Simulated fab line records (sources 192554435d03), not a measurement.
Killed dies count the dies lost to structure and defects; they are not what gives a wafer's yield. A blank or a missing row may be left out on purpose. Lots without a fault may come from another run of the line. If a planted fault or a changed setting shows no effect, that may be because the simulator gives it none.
Split-lot trial + flow n5Finfet + route with 1938 steps; 7 lots, 21 wafers read

SPLIT DETAILS
At N5_BEOL_M0_ETCH_128 (etches SiCN in CF4/N2, target depth 12 nm, overetch 5.1 nm, time 21.4 s), the setting sourceW was moved away from the recipe's 430 W on 9 of the 21 wafers read, by -5.6% to +14.1%. For the rest of the wafers, this setting stayed at what the recipe calls for.

The reading comes from the split's own step.

THE READING
rfVppV, in V, at N5_BEOL_M0_ETCH_128 (etches SiCN in CF4/N2, target depth 12 nm, overetch 5.1 nm, time 21.4 s). A value of 382.3 V with a standard deviation of 1.6 V is what fault-free wafers of this fab line usually give.

| wafer  | tool, chamber at the split | sourceW as run, W | against the recipe | rfVppV, V | against lot-mates on the recipe |
|--------|----------------------------|-------------------|--------------------|-----------|---------------------------------|
| L078.1 | rieDiel-01, 0              | 407.7             | -5.2%              | 387.4     | no lot-mate on the recipe       |
| L078.3 | rieDiel-01, 1              | 407.7             | -5.2%              | 387.8     | no lot-mate on the recipe       |
| L078.5 | rieDiel-01, 1              | 407.7             | -5.2%              | 389.0     | no lot-mate on the recipe       |
| L079.3 | rieDiel-05, 3              | 430               | recipe             | 379.8     | -                               |
| L079.4 | rieDiel-05, 0              | 430               | recipe             | 383.9     | -                               |
| L079.6 | rieDiel-05, 3              | 430               | recipe             | 379.3     | -                               |
| L081.3 | rieDiel-01, 3              | 430               | recipe             | 381.5     | -                               |
| L081.4 | rieDiel-01, 2              | 430               | recipe             | 381.6     | -                               |
| L081.6 | rieDiel-01, 1              | 430               | recipe             | 381.3     | -                               |
| L085.1 | rieDiel-03, 3              | 406.1             | -5.6%              | 387.8     | +5.3                            |
| L085.2 | rieDiel-03, 0              | 406.1             | -5.6%              | 391.1     | +8.6                            |
| L085.3 | rieDiel-03, 1              | 430               | recipe             | 382.5     | -                               |
| L089.1 | rieDiel-03, 3              | 490.8             | +14.1%             | 364.5     | -20.7                           |
| L089.3 | rieDiel-03, 0              | 430               | recipe             | 385.2     | -                               |
| L089.4 | rieDiel-03, 2              | 490.8             | +14.1%             | 366.6     | -18.6                           |
| L092.2 | rieDiel-03, 3              | 430               | recipe             | 380.9     | -                               |
| L092.3 | rieDiel-03, 1              | 430               | recipe             | 382.6     | -                               |
| L092.5 | rieDiel-03, 0              | 430               | recipe             | 385.2     | -                               |
| L093.1 | rieDiel-01, 3              | 478.9             | +11.4%             | 367.3     | -12.8                           |
| L093.4 | rieDiel-01, 2              | 478.9             | +11.4%             | 367.7     | -12.4                           |
| L093.6 | rieDiel-01, 0              | 430               | recipe             | 380.1     | -                               |

FIT RESULTS
A straight line over all 21 wafers: rfVppV changes by -1.21 V for each +1% of sourceW; r = -0.98; the points scatter about the line by 1.7 V.
The same after taking each lot's own level away (the mean of its wafers on the recipe; 18 wafers): -1.28 V for each +1%; r = -0.98; scatter 1.6 V.
On that fit, the largest move of sourceW shifts the reading by 18 V.
The lots' own levels span 380.10 to 385.20 V, that is 3.2 times the standard deviation above.
The two slopes are in agreement: the lot-to-lot level therefore moves the slope only a little.
Check: for one of the wafers moved furthest among these (+14.1%), held out of the fit, the line's prediction against its lot-mates is -17 V. It came out at -20.7 V against them.
Tool readings at the split's step, against how far the setting was moved: rfVppV r = -0.98.

THE OTHER SPLITS THESE WAFERS WENT THROUGH
Note: prior to the reading, these wafers also went through further splits. Each is held against what the fit with the lots' levels taken away leaves over:
| other split on the same wafers        | wafers away from the commonest value | r with rfVppV (lot level and that fit taken away) |
|---------------------------------------|--------------------------------------|---------------------------------------------------|
| N5_GATE_CUT_EXPOSE_10 doseMj          | 4                                    | -0.17                                             |
| N5_MOL_CONTACT_COAG_EXPOSE_05 doseMj  | 10                                   | +0.03                                             |
| N5_MOL_CONTACT_COAG_ETCH_105 biasW    | 7                                    | -0.25                                             |
| N5_MOL_CONTACT_COAG_VIA_ETCH_46 biasW | 6                                    | +0.01                                             |
| N5_MOL_CONTACT_COAG_COAT_64 spinRpm   | 5                                    | -0.07                                             |

THE FILE'S OWN FIT
rfVppV changes by -1.28 V for each +1% of sourceW, r = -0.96.
